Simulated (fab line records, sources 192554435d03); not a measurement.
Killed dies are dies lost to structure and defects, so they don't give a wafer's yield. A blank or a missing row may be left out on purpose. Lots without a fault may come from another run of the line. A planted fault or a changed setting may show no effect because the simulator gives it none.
One fault seen from 2 desks | flow n5_finfet | each desk has only its own numbers; what lay behind them comes last

THE TOOL OWNER'S DESK: litho_track-04
The tool's own readings at N5_WELL_APT_COAT_02 (resist thk 950 nm): means of the sampled wafers that have a number, for each lot that ran on this tool. A lot is out of limits, marked OUT, if its mean lies more than 4 standard deviations from the usual mean; the brackets give that distance.
Columns: A = spin_speed_rpm at N5_WELL_APT_COAT_02, usual 1357.0 rpm
lot  | first seen here | A
L122 | day 1 13:25     | 1357.5
L131 | day 3 19:29     | 1357.2
L134 | day 4 13:29     | 1436.6 (+80) OUT
L135 | day 4 19:31     | 1435.5 (+78) OUT
This desk's finding: out of limits on L134, L135; first on L134, day 4 13:29 (spin_speed_rpm at N5_WELL_APT_COAT_02). In limits: L122, L131.

THE METROLOGY DESK
What the gauges read, lot by lot, whatever tool the lot ran on: means of the sampled wafers that have a number. A lot is out of limits, marked OUT, if its mean lies more than 4 standard deviations from the usual mean; the brackets give that distance. Of its 11 readings 7 are shown: those that lie furthest out on some lot.
Columns: A = DIBL_N at N5_BEOL_M4_RC_MEAS_101, usual 36.3 mV/V; B = DIBL_P at N5_BEOL_M4_RC_MEAS_101, usual 36.2 mV/V; C = IOFF_N at N5_BEOL_M4_RC_MEAS_101, usual 0.160 nA/um; D = IOFF_P at N5_BEOL_M4_RC_MEAS_101, usual 0.21 nA/um; E = ION_P at N5_BEOL_M4_RC_MEAS_101, usual 465 uA/um; F = VT_N at N5_BEOL_M4_RC_MEAS_101, usual 250 mV; G = VT_P at N5_BEOL_M4_RC_MEAS_101, usual -250 mV
lot  | first seen here | A    | B    | C     | D    | E   | F   | G
L122 | day 1 17:13     | 39.9 | 39.6 | 0.216 | 0.28 | 469 | 245 | -247
L123 | day 1 23:50     | 36.0 | 35.6 | 0.157 | 0.21 | 466 | 249 | -249
L125 | day 2 11:25     | 38.1 | 36.7 | 0.169 | 0.25 | 468 | 248 | -245
L126 | day 2 17:39     | 34.1 | 34.1 | 0.130 | 0.16 | 461 | 254 | -254
L128 | day 3 05:20     | 37.0 | 36.0 | 0.158 | 0.20 | 462 | 249 | -251
L129 | day 3 11:14     | 36.4 | 38.6 | 0.190 | 0.24 | 468 | 246 | -250
L131 | day 3 23:47     | 37.8 | 38.7 | 0.185 | 0.28 | 475 | 247 | -243
L134 | day 4 17:42     | 35.7 | 33.4 | 0.133 | 0.17 | 461 | 253 | -255
L135 | day 4 23:53     | 36.8 | 37.3 | 0.168 | 0.20 | 467 | 250 | -254
L136 | day 5 05:07     | 36.9 | 37.0 | 0.177 | 0.21 | 464 | 250 | -252
L144 | day 7 04:52     | 36.1 | 34.9 | 0.161 | 0.21 | 464 | 246 | -249
L145 | day 7 11:57     | 36.0 | 35.8 | 0.146 | 0.17 | 454 | 250 | -255
This desk's finding: nothing out of limits on any of the 12 lots.

PUT TOGETHER
The tool owner's desk could have raised an alarm at day 4 13:29, on L134, L135.
The metrology desk saw nothing out of limits.
The metrology desk has L134, L135 on record, within its limits.
Of the lots named, all ran N5_WELL_APT_COAT_02 on litho_track-04.

WHAT THE SIMULATOR HAD PUT IN
Process parameter drift: litho_track-04, from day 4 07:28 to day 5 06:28, at N5_WELL_APT_COAT_02. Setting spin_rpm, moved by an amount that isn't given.
Lots struck among those shown: L134, L135.
Hours from the fault's start to each desk's first reading out of limits: the tool owner's desk, 6.
